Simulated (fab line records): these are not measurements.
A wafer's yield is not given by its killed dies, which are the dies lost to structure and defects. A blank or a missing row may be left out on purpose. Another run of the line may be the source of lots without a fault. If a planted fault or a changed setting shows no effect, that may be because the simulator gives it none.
Chamber matching :: flow nand harc :: NHARC_A_STAIRCASE_TRIM_16 on rie diel-03 has 4 sister chambers
The step chemistry O2, time 211.2 s. 15 wafers are shown with their chamber, then 7 later ones without.

EACH WAFER AND ITS CHAMBER
wafer: L127.4
chamber: 1
drypump motor current A (A): 5.8
showerhead plenum p Torr (Torr): 3.77
rf vpp V (V): 56.5

wafer: L127.5
chamber: 3
drypump motor current A (A): 6.1
showerhead plenum p Torr (Torr): 3.64
rf vpp V (V): 57.5

wafer: L127.6
chamber: 2
drypump motor current A (A): 5.8
showerhead plenum p Torr (Torr): 3.61
rf vpp V (V): 59.8

wafer: L130.1
chamber: 2
drypump motor current A (A): 5.8
showerhead plenum p Torr (Torr): 3.60
rf vpp V (V): 56.7

wafer: L130.2
chamber: 0
drypump motor current A (A): 5.5
showerhead plenum p Torr (Torr): 3.60
rf vpp V (V): 58.0

wafer: L130.5
chamber: 2
drypump motor current A (A): 5.7
showerhead plenum p Torr (Torr): 3.60
rf vpp V (V): 58.0

wafer: L132.1
chamber: 0
drypump motor current A (A): 5.5
showerhead plenum p Torr (Torr): 3.60
rf vpp V (V): 58.4

wafer: L132.3
chamber: 3
drypump motor current A (A): 6.1
showerhead plenum p Torr (Torr): 3.63
rf vpp V (V): 57.6

wafer: L132.6
chamber: 1
drypump motor current A (A): 5.8
showerhead plenum p Torr (Torr): 3.77
rf vpp V (V): 57.8

wafer: L134.2
chamber: 0
drypump motor current A (A): 5.5
showerhead plenum p Torr (Torr): 3.59
rf vpp V (V): 59.1

wafer: L134.4
chamber: 1
drypump motor current A (A): 5.8
showerhead plenum p Torr (Torr): 3.76
rf vpp V (V): 58.7

wafer: L135.1
chamber: 2
drypump motor current A (A): 5.8
showerhead plenum p Torr (Torr): 3.59
rf vpp V (V): 56.3

wafer: L135.6
chamber: 2
drypump motor current A (A): 5.8
showerhead plenum p Torr (Torr): 3.59
rf vpp V (V): 57.3

wafer: L145.2
chamber: 3
drypump motor current A (A): 6.1
showerhead plenum p Torr (Torr): 3.61
rf vpp V (V): 58.0

wafer: L145.3
chamber: 1
drypump motor current A (A): 5.8
showerhead plenum p Torr (Torr): 3.75
rf vpp V (V): 57.6

SIGNATURES (averages over the wafers above)
reading: drypump motor current A
chamber 0: 5.500
chamber 1: 5.800
chamber 2: 5.780
chamber 3: 6.100
scatter within a chamber: 0.027

reading: showerhead plenum p Torr
chamber 0: 3.5967
chamber 1: 3.7625
chamber 2: 3.5980
chamber 3: 3.6267
scatter within a chamber: 0.00995

reading: rf vpp V
chamber 0: 58.500
chamber 1: 57.650
chamber 2: 57.620
chamber 3: 57.700
scatter within a chamber: 0.991
Rule: distance of a wafer from a chamber = root of the sum over the readings of ((wafer's reading minus chamber's mean) / reading's scatter) squared. The wafer belongs to the nearest chamber; if the next one is less than 2 further off, it can't be placed. The scatter is the square root of a quotient: the sum, over the shown wafers, of each reading's squared deviation from its chamber's mean, divided by wafers minus chambers.

WAFERS MISSING THEIR CHAMBER
wafer: L145.6
drypump motor current A (A): 5.5
showerhead plenum p Torr (Torr): 3.58
rf vpp V (V): 58.0

wafer: L146.1
drypump motor current A (A): 5.5
showerhead plenum p Torr (Torr): 3.57
rf vpp V (V): 57.5

wafer: L146.3
drypump motor current A (A): 5.8
showerhead plenum p Torr (Torr): 3.74
rf vpp V (V): 58.1

wafer: L146.4
drypump motor current A (A): 5.8
showerhead plenum p Torr (Torr): 3.58
rf vpp V (V): 58.1

wafer: L150.1
drypump motor current A (A): 5.5
showerhead plenum p Torr (Torr): 3.57
rf vpp V (V): 60.0

wafer: L150.3
drypump motor current A (A): 5.8
showerhead plenum p Torr (Torr): 3.57
rf vpp V (V): 59.4

wafer: L150.5
drypump motor current A (A): 5.8
showerhead plenum p Torr (Torr): 3.57
rf vpp V (V): 58.4

THE CHAMBER EACH PASSED THROUGH
wafer: L145.6
from the rows above: 0
in truth: 0

wafer: L146.1
from the rows above: 0
in truth: 0

wafer: L146.3
from the rows above: 1
in truth: 1

wafer: L146.4
from the rows above: 2
in truth: 2

wafer: L150.1
from the rows above: 0
in truth: 0

wafer: L150.3
from the rows above: 2
in truth: 2

wafer: L150.5
from the rows above: 2
in truth: 2
7 of 7 placed correctly. Left unplaced by these rows: 0. Wrongly placed: 0.
